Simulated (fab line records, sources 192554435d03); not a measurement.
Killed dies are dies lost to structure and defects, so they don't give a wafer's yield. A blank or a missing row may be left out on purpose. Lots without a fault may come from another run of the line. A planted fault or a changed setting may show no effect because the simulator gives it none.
Chamber matching | flow n5_finfet | N5_HKMG_FIN_NWFM_ALD_20 on ald_metal-03: 4 sister chambers
The step deposits TiAlC, target thk 2 nm, pulse time 3 s, purge time 2 s. 8 wafers are shown with their chamber, then 10 later ones without.

WAFERS WITH THEIR CHAMBER
wafer  | chamber | heater_power_w (W) | precursor_pulse_height_rel
L079.6 | 3       | 394                | 1.052
L080.6 | 1       | 512                | 0.980
L083.1 | 1       | 495                | 1.042
L084.1 | 3       | 392                | 1.015
L084.3 | 0       | 478                | 1.019
L084.6 | 2       | 460                | 1.001
L089.3 | 2       | 455                | 1.018
L089.4 | 0       | 468                | 0.962

WAFERS WITHOUT THEIR CHAMBER
wafer  | heater_power_w (W) | precursor_pulse_height_rel
L089.6 | 463                | 0.991
L092.1 | 402                | 0.975
L092.4 | 474                | 0.956
L092.5 | 401                | 0.949
L093.1 | 385                | 0.978
L093.4 | 479                | 1.010
L093.5 | 465                | 1.001
L095.1 | 470                | 0.984
L095.3 | 494                | 0.987
L095.4 | 458                | 1.007

WHICH CHAMBER EACH WENT THROUGH
wafer  | from the rows above     | in truth
L089.6 | can't be placed: 2 or 0 | 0
L092.1 | 3                       | 3
L092.4 | can't be placed: 0 or 2 | 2
L092.5 | 3                       | 3
L093.1 | 3                       | 3
L093.4 | can't be placed: 0 or 2 | 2
L093.5 | can't be placed: 2 or 0 | 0
L095.1 | can't be placed: 0 or 2 | 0
L095.3 | can't be placed: 1 or 0 | 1
L095.4 | 2                       | 2
Placed correctly: 4 of 10. Can't be placed from these rows: 6 (the true chamber is among the candidates in 6). Placed wrongly: 0.
How it was worked out, from the rows above alone: a wafer's distance from a chamber is the root of the sum, over the readings, of the square of ((its reading less the chamber's mean) divided by the reading's scatter). The wafer belongs to the nearest chamber; if the next one is less than 2 further off, it can't be placed. A chamber's mean is the mean of its shown wafers. The scatter: the root of (the sum of the squares of (reading less its chamber's mean) over the shown wafers, divided by (wafers less chambers)).
